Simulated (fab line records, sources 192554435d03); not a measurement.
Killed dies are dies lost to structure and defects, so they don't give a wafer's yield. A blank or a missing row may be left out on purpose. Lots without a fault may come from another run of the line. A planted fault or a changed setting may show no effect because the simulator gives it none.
Chamber matching | flow n5_finfet | N5_BEOL_M9_DESCUM_33 on rie_diel-01: 4 sister chambers
The step chemistry O2, time 7 s. 14 wafers are shown with their chamber, then 7 later ones without.

WAFERS WITH THEIR CHAMBER
wafer  | chamber | throttle_valve_pct (%) | showerhead_plenum_p_Torr (Torr) | oes_product_au (a.u.)
L081.2 | 2       | 20.80                  | 2.07                            | 0.85
L081.3 | 1       | 20.51                  | 2.22                            | 0.83
L081.4 | 3       | 20.08                  | 2.05                            | 0.90
L083.1 | 1       | 20.50                  | 2.21                            | 0.83
L083.4 | 3       | 20.08                  | 2.05                            | 0.88
L083.5 | 0       | 20.12                  | 2.05                            | 0.93
L087.1 | 3       | 20.09                  | 2.05                            | 0.86
L087.2 | 2       | 20.81                  | 2.07                            | 0.85
L087.3 | 1       | 20.51                  | 2.21                            | 0.82
L089.2 | 3       | 20.11                  | 2.05                            | 0.86
L089.5 | 1       | 20.54                  | 2.21                            | 0.81
L089.6 | 0       | 20.12                  | 2.04                            | 0.90
L090.2 | 3       | 20.09                  | 2.05                            | 0.85
L090.3 | 1       | 20.53                  | 2.21                            | 0.81

SIGNATURES (means of the wafers above)
reading                  | chamber 0 | chamber 1 | chamber 2 | chamber 3 | scatter within a chamber
throttle_valve_pct       | 20.1200   | 20.5180   | 20.8050   | 20.0900   | 0.0132
showerhead_plenum_p_Torr | 2.0450    | 2.2120    | 2.0700    | 2.0500    | 0.00361
oes_product_au           | 0.9150    | 0.8200    | 0.8500    | 0.8700    | 0.0157
Rule: a wafer's distance from a chamber is the root of the sum, over the readings, of the square of ((its reading less the chamber's mean) divided by the reading's scatter). The wafer belongs to the nearest chamber; if the next one is less than 2 further off, it can't be placed. The scatter: the root of (the sum of the squares of (reading less its chamber's mean) over the shown wafers, divided by (wafers less chambers)).

WAFERS WITHOUT THEIR CHAMBER
wafer  | throttle_valve_pct (%) | showerhead_plenum_p_Torr (Torr) | oes_product_au (a.u.)
L090.5 | 20.11                  | 2.05                            | 0.86
L094.2 | 20.84                  | 2.06                            | 0.83
L094.4 | 20.14                  | 2.04                            | 0.88
L094.6 | 20.12                  | 2.04                            | 0.87
L097.2 | 20.13                  | 2.04                            | 0.86
L097.5 | 20.52                  | 2.20                            | 0.81
L097.6 | 20.12                  | 2.04                            | 0.86

WHICH CHAMBER EACH WENT THROUGH
wafer  | from the rows above     | in truth
L090.5 | 3                       | 3
L094.2 | 2                       | 2
L094.4 | can't be placed: 0 or 3 | 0
L094.6 | can't be placed: 0 or 3 | 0
L097.2 | can't be placed: 0 or 3 | 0
L097.5 | 1                       | 1
L097.6 | can't be placed: 3 or 0 | 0
Placed correctly: 3 of 7. Can't be placed from these rows: 4 (the true chamber is among the candidates in 4). Placed wrongly: 0.
